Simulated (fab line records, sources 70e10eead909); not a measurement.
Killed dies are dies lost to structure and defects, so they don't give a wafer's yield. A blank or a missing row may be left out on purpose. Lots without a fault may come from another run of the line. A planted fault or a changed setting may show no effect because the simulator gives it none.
Which tool did it? | flow nand_harc | 14 lots, 42 wafers sampled, at 5 steps of a route of 1302

WHAT THE GAUGES READ, wafer by wafer
NHARC_A_ONON_D2_THK_MEAS_11: measures by ellipsometry. Usual: thk_nm 999 nm, standard deviation 7.7.
lot  | measured     | on            | thk_nm (nm)    | flag
L957 | day 12 21:59 | film_metro-01 | 1005 1004 1003 |
L958 | day 12 21:58 | film_metro-02 | 992 994 993    |
L959 | day 13 17:59 | film_metro-01 | 995 996 996    |
L960 | day 13 18:00 | film_metro-02 | 1005 1005 1002 |
L962 | day 14 23:50 | film_metro-02 | 1009 1008 1006 |
L963 | day 15 18:17 | film_metro-02 | 1003 1003 1001 |
L966 | day 16 22:26 | film_metro-01 | 999 999 1002   |
L967 | day 17 03:47 | film_metro-01 | 990 986 988    |
L968 | day 17 14:47 | film_metro-01 | 1014 1015 1015 |
L971 | day 18 17:01 | film_metro-01 | 1005 1003 896  | OFF
L970 | day 18 17:01 | film_metro-02 | 1004 1002 1004 |
L973 | day 19 18:21 | film_metro-01 | 1003 1003 896  | OFF
L977 | day 21 10:20 | film_metro-01 | 1004 1003 1003 |
L979 | day 22 09:28 | film_metro-01 | 1002 1001 1001 |

WHICH TOOL RAN EACH LOT (tool, then ch and the chambers of the sampled wafers, then the start)
lot  | NHARC_A_CHANNEL_FILL_D1_ALD_14   | NHARC_A_CHANNEL_FILL_D1_ALD_16   | NHARC_A_DECK1_JOINT_CMP_13    | NHARC_A_ONON_D2_DEP_09
L957 | ald_hk-03 ch 2,3, day 9 16:08    | ald_hk-04 ch 0,1,2, day 9 21:15  | cmp-02 ch 0,2,3, day 11 19:07 | pecvd_onon-03 ch 0, day 12 21:35
L958 | ald_hk-01 ch 1,2,3, day 9 16:10  | ald_hk-04 ch 0,1,3, day 9 21:25  | cmp-03 ch 0,1,3, day 11 19:10 | pecvd_onon-02 ch 0, day 12 21:27
L959 | ald_hk-03 ch 1,2,3, day 10 09:32 | ald_hk-03 ch 0,1,2, day 10 14:41 | cmp-03 ch 1,2,3, day 12 17:49 | pecvd_onon-02 ch 0, day 13 17:32
L960 | ald_hk-01 ch 0,3, day 10 14:09   | ald_hk-03 ch 0,3, day 10 19:22   | cmp-02 ch 0,1,2, day 12 17:49 | pecvd_onon-01 ch 0, day 13 17:29
L962 | ald_hk-03 ch 1,3, day 11 20:34   | ald_hk-04 ch 1,2,3, day 12 01:45 | cmp-01 ch 0,3, day 13 23:37   | pecvd_onon-02 ch 0, day 14 23:20
L963 | ald_hk-04 ch 2,3, day 12 06:51   | ald_hk-01 ch 0,1,2, day 12 12:02 | cmp-03 ch 0,1,3, day 14 15:31 | pecvd_onon-02 ch 0, day 15 17:46
L966 | ald_hk-01 ch 0,1,2, day 13 18:23 | ald_hk-01 ch 1,2,3, day 13 23:21 | cmp-01 ch 1,2,3, day 15 21:04 | pecvd_onon-03 ch 0, day 16 21:59
L967 | ald_hk-03 ch 0,1,3, day 13 19:37 | ald_hk-01 ch 0,1,3, day 13 23:32 | cmp-02 ch 0,1,3, day 16 02:36 | pecvd_onon-03 ch 0, day 17 03:16
L968 | ald_hk-03 ch 0,2, day 14 12:22   | ald_hk-03 ch 1,3, day 14 17:34   | cmp-02 ch 0,1,3, day 16 12:22 | pecvd_onon-03 ch 0, day 17 14:16
L971 | ald_hk-01 ch 0,1,2, day 15 02:58 | ald_hk-03 ch 0,1,3, day 15 08:10 | cmp-01 ch 1,2, day 17 19:02   | pecvd_onon-03 ch 0, day 18 16:37
L970 | ald_hk-04 ch 0,3, day 15 09:50   | ald_hk-01 ch 1,2, day 15 17:56   | cmp-01 ch 1,3, day 17 16:02   | pecvd_onon-02 ch 0, day 18 16:34
L973 | ald_hk-03 ch 0,2,3, day 16 10:44 | ald_hk-03 ch 0,1,2, day 16 15:53 | cmp-01 ch 0,1,3, day 18 17:38 | pecvd_onon-03 ch 0, day 19 17:50
L977 | ald_hk-03 ch 0,2,3, day 18 02:40 | ald_hk-04 ch 0,1,3, day 18 07:50 | cmp-01 ch 0,1,2, day 20 05:46 | pecvd_onon-02 ch 0, day 21 09:50
L979 | ald_hk-04 ch 0,2,3, day 18 13:34 | ald_hk-04 ch 0,2,3, day 18 18:58 | cmp-01 ch 0,2,3, day 20 18:59 | pecvd_onon-01 ch 0, day 22 09:01
- NHARC_A_CHANNEL_FILL_D1_ALD_14: deposits SiO2, target thk 2.5 nm, pulse time 10 s, ald cycles 25.
- NHARC_A_CHANNEL_FILL_D1_ALD_16: deposits SiO2, target thk 1.5 nm, pulse time 10 s, ald cycles 15.
- NHARC_A_DECK1_JOINT_CMP_13: polishes, target thk 51.023 nm.
- NHARC_A_ONON_D2_DEP_09: target thk 1000 nm.

WHAT THE TOOLS THEMSELVES READ (means of the sampled wafers that have a number; where no wafer has one, the mark that the record gives instead)
NHARC_A_CHANNEL_FILL_D1_ALD_14. Usual: heater_power_w 456 W, standard deviation 47; precursor_pulse_height_rel 1.002, standard deviation 0.018.
lot  | tool      | heater_power_w (W) | precursor_pulse_height_rel | flag
L957 | ald_hk-03 | 516                | 1.007                      |
L958 | ald_hk-01 | 418                | 0.994                      |
L959 | ald_hk-03 | 471                | 1.010                      |
L960 | ald_hk-01 | 475                | 0.990                      |
L962 | ald_hk-03 | 449                | 1.010                      |
L963 | ald_hk-04 | 497                | 0.984                      |
L966 | ald_hk-01 | 414                | 1.010                      |
L967 | ald_hk-03 | 458                | 1.001                      |
L968 | ald_hk-03 | 498                | 0.991                      |
L971 | ald_hk-01 | 422                | 1.010                      |
L970 | ald_hk-04 | 478                | 0.994                      |
L973 | ald_hk-03 | 493                | 1.002                      |
L977 | ald_hk-03 | 479                | 0.996                      |
L979 | ald_hk-04 | 493                | 1.001                      |

NHARC_A_CHANNEL_FILL_D1_ALD_16. Usual: heater_power_w 461 W, standard deviation 44; precursor_pulse_height_rel 0.996, standard deviation 0.021.
lot  | tool      | heater_power_w (W) | precursor_pulse_height_rel | flag
L957 | ald_hk-04 | 474                | 1.003                      |
L958 | ald_hk-04 | 491                | 0.998                      |
L959 | ald_hk-03 | 455                | 0.998                      |
L960 | ald_hk-03 | 467                | 0.975                      |
L962 | ald_hk-04 | 485                | 0.982                      |
L963 | ald_hk-01 | 430                | 0.996                      |
L966 | ald_hk-01 | 416                | 0.978                      |
L967 | ald_hk-01 | 452                | 0.998                      |
L968 | ald_hk-03 | 451                | 0.997                      |
L971 | ald_hk-03 | 458                | 0.983                      |
L970 | ald_hk-01 | 387                | 0.987                      |
L973 | ald_hk-03 | 451                | 1.010                      |
L977 | ald_hk-04 | 475                | 0.989                      |
L979 | ald_hk-04 | 486                | 0.998                      |

NHARC_A_DECK1_JOINT_CMP_13. Usual: motor_current_A 12.4 A, standard deviation 0.71; slurry_flow_ml_min 150.1, standard deviation 0.49; time_to_endpoint_s 9.2 s, standard deviation 2.
lot  | tool   | motor_current_A (A) | slurry_flow_ml_min | time_to_endpoint_s (s) | flag
L957 | cmp-02 | 12.3                | 149.9              | 8.4                    |
L958 | cmp-03 | 12.3                | 150.0              | 9.3                    |
L959 | cmp-03 | 12.4                | 150.1              | 8.6                    |
L960 | cmp-02 | 12.7                | 150.1              | 9.8                    |
L962 | cmp-01 | 12.9                | 149.9              | 9.0                    |
L963 | cmp-03 | 12.5                | 150.3              | 7.3                    |
L966 | cmp-01 | 12.3                | 150.2              | 10.2                   |
L967 | cmp-02 | 12.2                | 149.8              | 7.4                    |
L968 | cmp-02 | 12.5                | 150.1              | 6.1                    |
L971 | cmp-01 | 12.5                | 150.4              | 7.4                    |
L970 | cmp-01 | 12.5                | 150.0              | 10.1                   |
L973 | cmp-01 | 13.2                | 150.3              | 12.1                   |
L977 | cmp-01 | 12.5                | 149.9              | 10.1                   |
L979 | cmp-01 | 12.4                | 150.1              | 9.9                    |

THE ANSWER, worked out from the rows above alone
Rule: a lot is off if the mean of its wafers that have a number lies more than 3 standard deviations from the usual mean. A lot without any number at a reading at which 4 lots or more have one is off too. The other lots that the step has rows for count as sound. The gauges are gone through in route order, then the tools' own readings, and for those a lot's mean is taken as printed above. The first step at which some lot is off is used, and at that step the reading that is off furthest; a lot without a number counts as furthest.
Off: L971, L973, at NHARC_A_ONON_D2_THK_MEAS_11 (thk_nm).
A tool fits if, at a process step before that reading, it ran every lot that is off, and no sound lot after the first of them. The gauges at NHARC_A_ONON_D2_THK_MEAS_11 are tried like those tools. Can't be told from this: 2 tools fit, ald_hk-03 at NHARC_A_CHANNEL_FILL_D1_ALD_16, pecvd_onon-03 at NHARC_A_ONON_D2_DEP_09.

WHAT THE SIMULATOR HAD PUT IN
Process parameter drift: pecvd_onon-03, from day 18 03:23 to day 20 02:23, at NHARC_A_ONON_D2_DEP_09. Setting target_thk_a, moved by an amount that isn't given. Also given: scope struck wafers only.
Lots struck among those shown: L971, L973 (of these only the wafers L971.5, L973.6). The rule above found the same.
